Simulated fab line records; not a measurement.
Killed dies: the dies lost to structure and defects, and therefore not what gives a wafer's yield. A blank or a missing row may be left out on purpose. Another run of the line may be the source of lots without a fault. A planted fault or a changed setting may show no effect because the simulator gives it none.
Matching of chambers | flow nandHarc | 4 sister chambers for NHARC_A_CHANNEL_FILL_D2_ALD_16 on aldHk-03
The step deposits SiO2, target thk 1.5 nm, pulse time 10 s, ald cycles 15. 20 wafers are shown with their chamber, then 10 later ones without.

== WAFERS WITH THEIR CHAMBER ==
wafer  | chamber | heaterPowerW (W) | precursorPulseHeightRel
L075.1 | 2       | 478              | 1.037
L075.4 | 3       | 584              | 0.975
L075.5 | 2       | 488              | 0.997
L076.1 | 1       | 554              | 0.974
L076.4 | 0       | 534              | 1.000
L076.5 | 3       | 567              | 1.027
L077.2 | 2       | 486              | 1.009
L077.4 | 3       | 569              | 1.019
L077.5 | 1       | 565              | 1.013
L083.3 | 0       | 541              | 1.007
L083.4 | 1       | 519              | 0.964
L083.6 | 3       | 546              | 0.991
L086.1 | 3       | 549              | 1.006
L086.3 | 0       | 536              | 0.991
L086.4 | 1       | 507              | 1.017
L088.2 | 3       | 561              | 0.996
L088.5 | 2       | 490              | 1.001
L088.6 | 1       | 518              | 1.005
L090.2 | 3       | 561              | 0.984
L090.4 | 2       | 505              | 1.022

SIGNATURES, as means of the wafers listed above
reading                 | chamber 0 | chamber 1 | chamber 2 | chamber 3 | scatter within a chamber
heaterPowerW            | 537.00    | 532.60    | 489.40    | 562.43    | 15.7
precursorPulseHeightRel | 0.99933   | 0.99460   | 1.01320   | 0.99971   | 0.0187
Rule: a wafer lies at a distance from a chamber equal to the root of the sum of squares, over the readings, of (its reading less the chamber's mean, divided by the reading's scatter). If the next closest chamber is less than 2 further off than the closest, the wafer can't be placed; otherwise it belongs to the closest. The scatter is the square root of a quotient: the sum, over the shown wafers, of each reading's squared deviation from its chamber's mean, divided by wafers minus chambers.

== WAFERS WITH NO CHAMBER GIVEN ==
wafer  | heaterPowerW (W) | precursorPulseHeightRel
L090.5 | 552              | 1.009
L092.2 | 508              | 0.986
L092.4 | 565              | 0.982
L092.6 | 483              | 1.014
L093.1 | 533              | 1.010
L093.2 | 505              | 1.027
L093.5 | 489              | 1.004
L095.1 | 492              | 0.976
L095.2 | 567              | 1.012
L095.6 | 495              | 0.973

== CHAMBER TAKEN BY EACH ==
wafer  | from the rows above               | in truth
L090.5 | can't be placed: 3 or 0 or 1      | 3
L092.2 | can't be placed: 1 or 2 or 0 or 3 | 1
L092.4 | can't be placed: 3 or 0 or 1      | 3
L092.6 | 2                                 | 2
L093.1 | can't be placed: 0 or 1 or 3      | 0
L093.2 | can't be placed: 2 or 1 or 0      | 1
L093.5 | 2                                 | 2
L095.1 | can't be placed: 2 or 1 or 0      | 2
L095.2 | can't be placed: 3 or 0 or 1      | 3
L095.6 | can't be placed: 2 or 1 or 0      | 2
Correctly placed: 2 of 10. From these rows, 8 cannot be placed; in 8 the true chamber is one of the candidates. 0 placed wrongly.
